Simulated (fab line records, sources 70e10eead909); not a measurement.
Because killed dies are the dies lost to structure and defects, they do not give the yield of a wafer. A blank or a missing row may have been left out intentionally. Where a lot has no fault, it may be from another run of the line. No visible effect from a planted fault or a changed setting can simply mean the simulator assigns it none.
fab line records	flow nand_harc
record lots=11	wafers=33	last_day=32
route steps=1302 shown P_STI@91 P_GATE@124 END@1302
lots that met no fault: from a run of the same line without faults
start_h: hours from the record's opening day to when the first of the lot's shown wafers began	wait_h: hours from the lot's prior step to this one	" identical to the entry in the row above	L1.1+2: one row covering several wafers at once	- no value, or no start was given	* or withheld: withheld	< > ~ a bound
route shown NAME@n: a module of which the file shows steps, and the number in the route of the first	usual: mean/standard deviation taken from wafers without a fault	same: alike in all rows	chamber/n: place in a boat	sites: each site's reading	_std_site: standard deviation across them	_edge_site: the outer-site mean with the inner-site mean subtracted	radius_mm: how far each site lies from the wafer's centre	mask NAME#n: copy n	behind: the most recent tool/chamber to have shaped the wafer	hold: the reason the lot was held/the length of the hold in hours/how it ended	device: transistor that didn't switch, given as n, p or np	end of line: the tests these same wafers got at the end of their route	a step given without rows: its recipe and nothing more	killed: at the first sort, the dies lost to defects and structure; wafer yield is something else	map: dies across one wafer; x = killed, . = not, _ = none there
set.NAME: the setting as run; set.NAME@STEP: as run at that earlier step	model.NAME: the simulator's own value behind a step, which no gauge read
steps of the route over a sample of lots; a table a step, a row a wafer
services: a tool's chamber out of use, with start hour (start_h, from the record's first day; less than 0 if before it), hours out, and reason
## steps
# step NHARC_P_STI_CD_MEAS_16
# usual cd_nm=199/3.2
lot.wafer	tool	chamber	start_h	wait_h	cd_nm
L758.2	cd_sem-02	-	58.57	-	198
L758.4	"	-	"	"	198
L758.5	"	-	"	"	201
L759.1	cd_sem-01	-	65.71	-	201
L759.3	"	-	"	"	195
L759.4	"	-	"	"	197
L760.1	cd_sem-03	-	73.56	-	202
L760.4	"	-	"	"	203
L760.5	"	-	"	"	201
L762.1	cd_sem-03	-	93.70	-	201
L762.3	"	-	"	"	196
L762.4	"	-	"	"	196
L763.2	cd_sem-03	-	105.45	-	194
L763.3	"	-	"	"	195
L763.4	"	-	"	"	200
L772.1	cd_sem-02	-	193.81	-	201
L772.3	"	-	"	"	199
L772.6	"	-	"	"	203
L773.2	cd_sem-03	-	204.24	-	199
L773.5	"	-	"	"	202
L773.6	"	-	"	"	203
L774.2	cd_sem-03	-	214.18	-	205
L774.3	"	-	"	"	204
L774.5	"	-	"	"	193
L775.2	cd_sem-03	-	224.17	-	201
L775.3	"	-	"	"	201
L775.5	"	-	"	"	195
L777.2	cd_sem-02	-	245.57	-	202
L777.3	"	-	"	"	196
L777.5	"	-	"	"	205
L778.3	cd_sem-03	-	253.62	-	200
L778.4	"	-	"	"	199
L778.6	"	-	"	"	198
# step NHARC_P_GATE_DESCUM_13
# recipe time_s=3	o2_flow_sccm=200	ar_flow_sccm=0	bias_power_w=0	chemistry=O2
# usual drypump_motor_current_A=5.7/0.58	oes_product_au=1.002/0.014	rf_vpp_V=57.7/0.79	showerhead_plenum_p_Torr=1.91/0.062	throttle_valve_pct=11.311/0.0096
# same bias_power_w=0
lot.wafer	tool	chamber	start_h	wait_h	drypump_motor_current_A	oes_product_au	rf_hours_counter_h	rf_vpp_V	showerhead_plenum_p_Torr	throttle_valve_pct
L758.2	rie_diel-05	3	98.88	-	6.7	0.996	1.6	56.3	1.85	11.298
L758.4	"	0	"	"	6.3	1.009	1.7	57.0	1.88	11.318
L758.5	"	2	"	"	6.0	1.009	-	60.1	2.00	11.307
L759.4	rie_diel-05	3	99.02	-	6.6	1.002	1.6	57.7	1.85	11.299
L759.3	"	1	"	"	5.7	1.003	1.3	58.7	1.95	11.314
L759.1	"	2	"	"	6.0	1.013	1.2	59.0	2.00	11.319
L760.4	rie_diel-09	1	110.82	-	4.7	0.990	5.7	56.9	1.96	11.320
L760.1	"	0	"	"	6.0	0.999	5.8	58.0	1.92	11.300
L760.5	"	1	"	"	4.7	0.992	-	57.3	1.95	11.312
L762.1	rie_diel-05	2	131.56	-	6.0	1.008	2.4	58.2	2.00	11.299
L762.3	"	3	"	"	6.7	0.990	2.7	57.2	1.85	11.311
L762.4	"	1	"	"	5.7	1.002	2.6	58.0	1.95	11.331
L763.3	rie_diel-10	0	143.86	-	5.3	1.014	5.6	56.6	1.79	11.312
L763.4	"	1	"	"	4.9	0.965	6.3	57.3	1.90	11.306
L763.2	"	3	"	"	5.2	1.010	4.5	56.4	1.94	11.316
L772.3	rie_diel-05	2	228.86	-	6.0	1.012	8.1	57.9	2.00	11.323
L772.1	"	3	"	"	6.6	0.998	9.0	57.4	1.84	11.320
L772.6	"	1	"	"	5.7	0.990	-	57.5	1.94	11.306
L773.2	rie_diel-10	0	239.62	-	5.3	1.000	11.7	59.0	1.79	11.306
L773.5	"	1	"	"	4.9	0.971	-	57.4	1.90	11.310
L773.6	"	2	"	"	5.1	1.002	-	58.8	1.98	11.298
L774.3	rie_diel-09	0	257.27	-	6.0	1.017	4.9	58.2	1.92	11.307
L774.2	"	2	"	"	5.4	1.005	4.8	59.0	1.84	11.325
L774.5	"	3	"	"	5.5	1.025	-	58.2	1.87	11.315
L775.2	rie_diel-10	0	265.43	-	5.3	1.021	1.2	58.1	1.79	11.330
L775.3	"	1	"	"	4.9	0.980	1.1	58.1	1.90	11.311
L775.5	"	3	"	"	5.2	1.023	-	57.9	1.94	11.293
L777.2	rie_diel-09	1	283.83	-	4.7	1.011	6.3	58.7	1.95	11.290
L777.3	"	0	"	"	6.0	1.016	7.2	57.6	1.92	11.327
L777.5	"	1	"	"	4.7	1.007	-	58.4	1.95	11.313
L778.3	rie_diel-05	3	291.32	-	6.7	0.979	4.7	56.8	1.84	11.299
L778.6	"	3	"	"	6.7	0.966	-	58.0	1.84	11.323
L778.4	"	1	"	"	5.7	0.983	-	57.2	1.94	11.302
# step NHARC_P_GATE_EXPOSE_23
# recipe na=1.35	target_cd_nm=120	dose_mj=93.91	mask_id=P_GATE
# usual exposure_dose_mJ_cm2=93.91/0.09
lot.wafer	tool	chamber	start_h	wait_h	mask	exposure_dose_mJ_cm2
L758.2	arfi_scanner-02	0	112.74	-	P_GATE#0	93.94
L758.4	"	0	"	"	P_GATE#0	93.93
L758.5	"	0	"	"	P_GATE#0	93.90
L759.1	arfi_scanner-01	0	113.51	-	P_GATE#0	93.82
L759.3	"	0	"	"	P_GATE#0	93.95
L759.4	"	0	"	"	P_GATE#0	93.97
L760.1	arfi_scanner-02	0	132.53	-	P_GATE#0	93.91
L760.4	"	0	"	"	P_GATE#0	93.94
L760.5	"	0	"	"	P_GATE#0	93.90
L762.1	arfi_scanner-01	0	150.22	-	P_GATE_R1#0	93.90
L762.3	"	0	"	"	P_GATE_R1#0	93.94
L762.4	"	0	"	"	P_GATE_R1#0	93.96
L763.2	arfi_scanner-02	0	157.80	-	P_GATE#0	93.92
L763.3	"	0	"	"	P_GATE#0	93.82
L763.4	"	0	"	"	P_GATE#0	93.96
L772.1	arfi_scanner-01	0	243.60	-	P_GATE#0	93.88
L772.3	"	0	"	"	P_GATE#0	93.87
L772.6	"	0	"	"	P_GATE#0	93.85
L773.2	arfi_scanner-01	0	259.49	-	P_GATE#0	93.86
L773.5	"	0	"	"	P_GATE#0	94.02
L773.6	"	0	"	"	P_GATE#0	93.91
L774.2	arfi_scanner-01	0	273.26	-	P_GATE#0	93.81
L774.3	"	0	"	"	P_GATE#0	93.83
L774.5	"	0	"	"	P_GATE#0	93.86
L775.2	arfi_scanner-01	0	279.07	-	P_GATE#0	93.80
L775.3	"	0	"	"	P_GATE#0	94.00
L775.5	"	0	"	"	P_GATE#0	93.92
L777.2	arfi_scanner-03	0	299.66	-	P_GATE#0	93.89
L777.3	"	0	"	"	P_GATE#0	93.89
L777.5	"	0	"	"	P_GATE#0	93.94
L778.3	arfi_scanner-03	0	309.26	-	P_GATE#0	93.98
L778.4	"	0	"	"	P_GATE#0	93.89
L778.6	"	0	"	"	P_GATE#0	93.97
# step NHARC_P_GATE_CD_MEAS_26
# recipe target_cd_nm=120	landing_energy_ev=500
# usual cd_nm=120.0/0.75
lot.wafer	tool	chamber	start_h	wait_h	cd_nm
L758.2	cd_sem-02	0	112.88	-	119.6
L758.4	"	0	"	"	119.4
L758.5	"	0	"	"	119.7
L759.1	cd_sem-02	0	113.64	-	119.1
L759.3	"	0	"	"	119.0
L759.4	"	0	"	"	119.1
L760.1	cd_sem-01	0	132.67	-	120.6
L760.4	"	0	"	"	120.6
L760.5	"	0	"	"	119.6
L762.1	cd_sem-02	0	150.36	-	90.7
L762.3	"	0	"	"	91.3
L762.4	"	0	"	"	91.0
L763.2	cd_sem-02	0	157.93	-	120.2
L763.3	"	0	"	"	117.9
L763.4	"	0	"	"	120.0
L772.1	cd_sem-01	0	243.74	-	120.6
L772.3	"	0	"	"	120.6
L772.6	"	0	"	"	120.6
L773.2	cd_sem-03	0	259.62	-	120.1
L773.5	"	0	"	"	121.1
L773.6	"	0	"	"	121.0
L774.2	cd_sem-02	0	273.39	-	119.4
L774.3	"	0	"	"	119.9
L774.5	"	0	"	"	120.8
L775.2	cd_sem-01	0	279.21	-	120.9
L775.3	"	0	"	"	119.9
L775.5	"	0	"	"	120.1
L777.2	cd_sem-02	0	299.79	-	120.2
L777.3	"	0	"	"	118.5
L777.5	"	0	"	"	119.0
L778.3	cd_sem-03	0	309.40	-	120.6
L778.4	"	0	"	"	119.7
L778.6	"	0	"	"	120.1
# step NHARC_P_GATE_ETCH_32
# recipe target_depth_a=1500	over_etch_frac=1	over_etch_ion_energy_ev=40	time_s=100.1	hbr_flow_sccm=150	cl2_flow_sccm=50	rf_w=400	icp_w=400	bias_w=100	chemistry=HBr/Cl2
# usual drypump_motor_current_A=5.9/0.37	hbr_flow_sccm=150.0/0.42	oes_product_au=0.998/0.015	throttle_valve_pct=26.406/0.009
lot.wafer	tool	chamber	start_h	wait_h	drypump_motor_current_A	hbr_flow_sccm	oes_product_au	rf_hours_counter_h	throttle_valve_pct
L758.4	rie_si-03	3	113.52	-	6.0	150.0	1.020	0.4	26.403
L758.2	"	2	"	"	6.5	149.7	1.000	0.4	26.398
L758.5	"	3	"	"	6.0	149.4	1.011	-	26.412
L759.1	rie_si-02	3	114.29	-	5.8	150.0	1.020	0.0	26.394
L759.3	"	0	"	"	5.7	150.0	1.008	0.0	26.417
L759.4	"	1	"	"	5.9	150.3	0.997	0.0	26.401
L760.4	rie_si-03	3	133.32	-	6.0	150.3	1.015	0.6	26.397
L760.1	"	2	"	"	6.5	150.2	1.008	0.5	26.405
L760.5	"	0	"	"	6.5	150.3	0.996	-	26.406
L762.4	rie_si-05	1	151.01	-	5.8	150.9	0.996	0.0	26.420
L762.1	"	3	"	"	6.0	149.7	0.975	0.1	26.408
L762.3	"	0	"	"	5.5	149.4	0.976	0.0	26.412
L763.3	rie_si-02	2	158.58	-	5.3	149.7	0.992	0.4	26.404
L763.2	"	3	"	"	5.8	150.2	1.022	0.5	26.416
L763.4	"	0	"	"	5.7	149.5	1.027	0.5	26.415
L772.3	rie_si-02	1	244.40	-	5.9	150.2	0.992	0.8	26.408
L772.1	"	2	"	"	5.3	149.8	0.996	1.0	26.405
L772.6	"	1	"	"	5.9	150.0	1.007	-	26.396
L773.2	rie_si-05	3	260.27	-	6.0	150.1	0.991	0.7	26.405
L773.6	"	3	"	"	5.9	150.2	0.979	-	26.402
L773.5	"	0	"	"	5.6	150.0	0.969	-	26.408
L774.3	rie_si-02	0	274.06	-	5.7	150.8	1.027	1.1	26.409
L774.2	"	1	"	"	5.9	149.4	0.991	1.1	26.404
L774.5	"	0	"	"	5.7	150.3	1.024	-	26.407
L775.2	rie_si-05	2	279.85	-	6.6	150.5	0.971	0.8	26.411
L775.3	"	1	"	"	5.8	149.3	0.973	0.8	26.417
L775.5	"	2	"	"	6.6	149.9	0.976	-	26.416
L777.2	rie_si-05	3	300.44	-	5.9	149.7	1.003	1.0	26.414
L777.3	"	0	"	"	5.6	150.4	0.980	1.0	26.403
L777.5	"	3	"	"	5.9	148.7	0.993	-	26.404
L778.3	rie_si-02	3	310.04	-	5.8	150.3	1.020	0.1	26.414
L778.6	"	3	"	"	5.8	150.4	1.009	-	26.412
L778.4	"	2	"	"	5.4	149.9	1.001	-	26.420
# step NHARC_P_GATE_CD_MEAS_33
# usual cd_nm=121/3.7
lot.wafer	tool	chamber	start_h	wait_h	cd_nm
L758.2	cd_sem-03	-	113.86	-	119
L758.4	"	-	"	"	126
L758.5	"	-	"	"	122
L759.1	cd_sem-03	-	114.63	-	125
L759.3	"	-	"	"	113
L759.4	"	-	"	"	115
L760.1	cd_sem-01	-	133.65	-	118
L760.4	"	-	"	"	126
L760.5	"	-	"	"	117
L762.1	cd_sem-02	-	151.34	-	96
L762.3	"	-	"	"	95
L762.4	"	-	"	"	94
L763.2	cd_sem-03	-	158.92	-	127
L763.3	"	-	"	"	113
L763.4	"	-	"	"	120
L772.1	cd_sem-01	-	244.72	-	118
L772.3	"	-	"	"	124
L772.6	"	-	"	"	123
L773.2	cd_sem-02	-	260.60	-	119
L773.5	"	-	"	"	116
L773.6	"	-	"	"	120
L774.2	cd_sem-02	-	274.41	0.2	117
L774.3	"	-	"	"	118
L774.5	"	-	"	"	122
L775.2	cd_sem-02	-	280.19	-	123
L775.3	"	-	"	"	123
L775.5	"	-	"	"	124
L777.2	cd_sem-01	-	300.78	-	122
L777.3	"	-	"	"	113
L777.5	"	-	"	"	119
L778.3	cd_sem-03	-	310.41	-	117
L778.4	"	-	"	"	115
L778.6	"	-	"	"	111
# step NHARC_END_SORT_01
# recipe temp_c=25
# usual killed_at_array=56/17	killed_at_other=1.2/1.4	killed_at_periphery=4/3.2	killed_dies=61/16	killed_open=3.6/2.1	killed_short=2.7/1.8
# same gross_dies=677
lot.wafer	tool	chamber	start_h	wait_h	killed_at_array	killed_at_other	killed_at_periphery	killed_dies	killed_open	killed_short
L759.1	prober-02	0	570.78	2.5	76	0	0	76	2	8
L759.3	prober-02	0	572.38	3.1	57	1	1	59	0	1
L759.4	prober-02	0	573.18	3.4	76	0	2	78	5	1
L762.1	prober-02	0	609.42	2.5	34	1	518	553	4	8
L762.3	prober-02	0	611.02	3.1	22	3	572	597	2	3
L762.4	prober-02	0	611.82	3.4	23	1	617	641	4	4
L772.1	prober-01	0	714.32	2.5	46	2	3	51	1	3
L772.3	prober-01	0	715.93	3.1	57	2	1	60	4	2
L772.6	prober-01	0	718.33	4.0	48	0	2	50	7	1
# killed by level:class
L759.1 A_CHANNEL_HOLE_D1:chamber_film_flake=25 A_SLIT:chamber_film_flake=20 A_CHANNEL_HOLE_D2:chamber_film_flake=5 A_CONTACT:chamber_film_flake=5 A_STAIRCASE:chamber_film_flake=4 A_BONDPAD:chamber_film_flake=4 A_ONON_D1:geometric_particle:short=2 A_CHANNEL_FILL_D1:geometric_particle:short=2
L759.3 A_SLIT:chamber_film_flake=24 A_CHANNEL_HOLE_D1:chamber_film_flake=20 A_CHANNEL_HOLE_D2:chamber_film_flake=7 A_CHANNEL_FILL_D2:chamber_film_flake=2 A_ONON_D2:geometric_particle:short=1 P_STI:chamber_film_flake=1 A_DECK1_JOINT:chamber_film_flake=1 A_CONTACT:unspecified=1
L759.4 A_CHANNEL_HOLE_D1:chamber_film_flake=32 A_SLIT:chamber_film_flake=23 A_CHANNEL_HOLE_D2:chamber_film_flake=5 A_STAIRCASE:chamber_film_flake=4 A_CONTACT:chamber_film_flake=3 A_CHANNEL_FILL_D2:chamber_film_flake=2 P_GATE:geometric_particle:open=1 P_CONTACT:geometric_particle:open=1
L762.1 P_GATE:area_expose=504 A_CHANNEL_HOLE_D2:chamber_film_flake=11 P_STI:chamber_film_flake=5 P_BONDPAD:chamber_film_flake=5 A_CHANNEL_HOLE_D1:chamber_film_flake=5 A_DECK1_JOINT:chamber_film_flake=4 A_ONON_D2:geometric_particle:short=3 A_ONON_D1:geometric_particle:short=2
L762.3 P_GATE:area_expose=568 A_CHANNEL_HOLE_D2:chamber_film_flake=16 THIN_TSV:chamber_film_flake=3 P_BONDPAD:chamber_film_flake=2 A_CHANNEL_HOLE_D1:chamber_film_flake=2 P_CONTACT:geometric_particle:open=1 A_ONON_D1:geometric_particle:open=1 A_CHANNEL_HOLE_D2:geometric_particle:short=1
L762.4 P_GATE:area_expose=607 A_CHANNEL_HOLE_D1:chamber_film_flake=6 A_CHANNEL_HOLE_D2:chamber_film_flake=5 P_STI:chamber_film_flake=3 P_ZERO_WELL:chamber_film_flake=3 P_BONDPAD:chamber_film_flake=3 P_CONTACT:geometric_particle:short=1 A_ONON_D1:geometric_particle:open=1
L772.1 A_SLIT:chamber_film_flake=27 A_CHANNEL_HOLE_D1:chamber_film_flake=8 A_CONTACT:chamber_film_flake=4 P_GATE:chamber_film_flake=2 A_SGD_CUT:chamber_film_flake=2 P_M0:geometric_particle:short=1 A_DECK1_JOINT:geometric_particle:short=1 A_CHANNEL_FILL_D2:geometric_particle:open=1
L772.3 A_SLIT:chamber_film_flake=31 A_CONTACT:chamber_film_flake=9 A_CHANNEL_HOLE_D1:chamber_film_flake=6 A_CHANNEL_FILL_D1:geometric_particle:open=2 A_BLC:geometric_particle:open=2 A_CHANNEL_HOLE_D2:chamber_film_flake=2 THIN_TSV:chamber_film_flake=2 A_DECK1_JOINT:geometric_particle:short=1
L772.6 A_SLIT:chamber_film_flake=26 A_CHANNEL_HOLE_D1:chamber_film_flake=8 A_CONTACT:chamber_film_flake=6 P_M1:geometric_particle:open=2 A_ONON_D1:geometric_particle:open=1 A_CHANNEL_FILL_D1:geometric_particle:open=1 A_ONON_D2:geometric_particle:open=1 A_ONON_D2:geometric_particle:short=1
## services
tool	chamber	start_h	hours	kind
arfi_scanner-01	-	80.00	4.0	pm
rie_diel-09	3	84.80	16.9	repair
rie_si-02	-	100.00	9.0	pm
rie_diel-09	-	109.81	0.7	repair
rie_si-02	1	123.48	3.7	repair
arfi_scanner-02	-	126.94	0.4	repair
rie_si-05	-	128.00	9.0	pm
arfi_scanner-02	-	140.00	4.0	pm
rie_diel-09	-	143.10	9.0	pm
arfi_scanner-02	-	156.20	0.7	repair
arfi_scanner-01	-	158.13	2.2	repair
rie_diel-10	0	158.95	5.5	repair
rie_diel-05	-	229.90	9.0	pm
rie_diel-05	2	246.03	12.0	repair
rie_diel-05	1	247.73	4.1	repair
arfi_scanner-01	-	252.00	4.0	pm
arfi_scanner-01	-	256.45	2.7	repair
rie_si-02	0	259.12	12.1	repair
arfi_scanner-01	-	263.94	1.8	repair
rie_si-02	-	277.00	9.0	pm
rie_diel-05	0	290.30	9.2	repair
arfi_scanner-01	-	290.52	7.7	repair
rie_si-05	-	305.00	9.0	pm
rie_si-02	0	306.48	13.4	repair
## key
first_sign step=NHARC_P_GATE_EXPOSE_23	reading=mask	direction=changed
effect step=NHARC_P_GATE_CD_MEAS_26	reading=cd_nm	direction=down	sigmas=39	usual=120.0	struck=91.0
effect step=NHARC_P_GATE_CD_MEAS_33	reading=cd_nm	direction=down	sigmas=7	usual=121	struck=95
effect step=NHARC_END_SORT_01	reading=killed_at_periphery	direction=up	sigmas=99+	usual=4	struck=569
more_kills_born_at NHARC_P_GATE_EXPOSE_23@arfi_scanner-01=1679
met_at NHARC_P_GATE_EXPOSE_23
struck_lots L762
later_rows_left_out L762.1,L762.3,L762.4
tester_left_out L762
not_acting_at NHARC_P_STI_CD_MEAS_16,NHARC_P_GATE_DESCUM_13,NHARC_P_GATE_ETCH_32
onset_between 113.51 150.22
fault kind=wrong_mask	tool=any	chamber=-	onset_h=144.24	steps=NHARC_P_GATE_EXPOSE_23	aux_copy=P_GATE_R1#0	cd_offset_nm=-29.362	scope=struck_lots_only
# tester_left_out: of these lots the tester's yield and bins aren't shown, on N5 and GAA mostly nor the transistor test; their killed dies are dies lost to structure and defects alone, not to doping, threshold or leakage, so they don't give the yield
# later_rows_left_out: the simulator's readings of these wafers behind a module that went badly wrong aren't trusted and aren't shown, but for the sort
